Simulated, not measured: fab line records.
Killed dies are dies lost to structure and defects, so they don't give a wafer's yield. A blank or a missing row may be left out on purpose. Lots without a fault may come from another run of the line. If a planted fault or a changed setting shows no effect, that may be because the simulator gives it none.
Which tool was responsible? || flow nand_harc || Sampling: 7 lots, 21 wafers, 2 of 1159 route steps

WHAT EACH GAUGE READ, for each wafer
NHARC_END_SORT_01.
{"lot": "L596", "measured": "day 19 19:42", "on": "prober-01", "killed_at_array": "9 10 13"}
{"lot": "L599", "measured": "day 21 00:59", "on": "prober-01", "killed_at_array": "23 14 27"}
{"lot": "L598", "measured": "day 21 09:30", "on": "prober-02", "killed_at_array": "673 676 673"}
{"lot": "L606", "measured": "day 22 16:44", "on": "prober-01", "killed_at_array": "35 36 35"}
{"lot": "L608", "measured": "day 22 22:02", "on": "prober-02", "killed_at_array": "26 34 25"}
{"lot": "L610", "measured": "day 23 12:43", "on": "prober-01", "killed_at_array": "33 39 41"}
{"lot": "L616", "measured": "day 24 07:27", "on": "prober-02", "killed_at_array": "20 26 20"}

TOOL THAT RAN EACH LOT (tool first, then ch and the chambers of the sampled wafers, then the start)
{"lot": "L596", "NHARC_A_CHANNEL_HOLE_D1_DEP_00": "acl_dep-01 ch 0, day 8 17:40"}
{"lot": "L599", "NHARC_A_CHANNEL_HOLE_D1_DEP_00": "acl_dep-01 ch 0, day 9 09:30"}
{"lot": "L598", "NHARC_A_CHANNEL_HOLE_D1_DEP_00": "acl_dep-02 ch 0, day 9 09:30 and acl_dep-01 ch 0, day 9 11:43"}
{"lot": "L606", "NHARC_A_CHANNEL_HOLE_D1_DEP_00": "acl_dep-03 ch 0, day 11 08:46"}
{"lot": "L608", "NHARC_A_CHANNEL_HOLE_D1_DEP_00": "acl_dep-01 ch 0, day 12 00:50"}
{"lot": "L610", "NHARC_A_CHANNEL_HOLE_D1_DEP_00": "acl_dep-01 ch 0, day 12 09:44"}
{"lot": "L616", "NHARC_A_CHANNEL_HOLE_D1_DEP_00": "acl_dep-02 ch 0, day 13 11:03"}
- NHARC_A_CHANNEL_HOLE_D1_DEP_00: deposits aC, target thk 3100 nm.

THE ANSWER, worked out from the rows above alone
Rule: the usual values come from the lots themselves. Put in order of their means at a reading, lots are off if they are a third of the lots or fewer, leave a main group of 4 or more, and stand apart from it by a gap of 3 or more times the standard deviation of the main group's means; of several such gaps the widest counts. If all means in a main group match to the digits the tables above print for the reading, that group is not used. Also off: a lot with no number at a reading for which 4 or more lots have one. Where the step has rows for the other lots, those lots are counted as sound.
Off, at NHARC_END_SORT_01 on killed_at_array: L598. The main group has a mean of 26 with a standard deviation of 9.1.
If a tool, at a process step before that reading, ran all the lots that are off and no sound lot after the first of them, it fits. Those tools and the gauges at NHARC_END_SORT_01 are tried in the same way. None of those tried fits.

WHAT THE SIMULATOR HAD PUT IN
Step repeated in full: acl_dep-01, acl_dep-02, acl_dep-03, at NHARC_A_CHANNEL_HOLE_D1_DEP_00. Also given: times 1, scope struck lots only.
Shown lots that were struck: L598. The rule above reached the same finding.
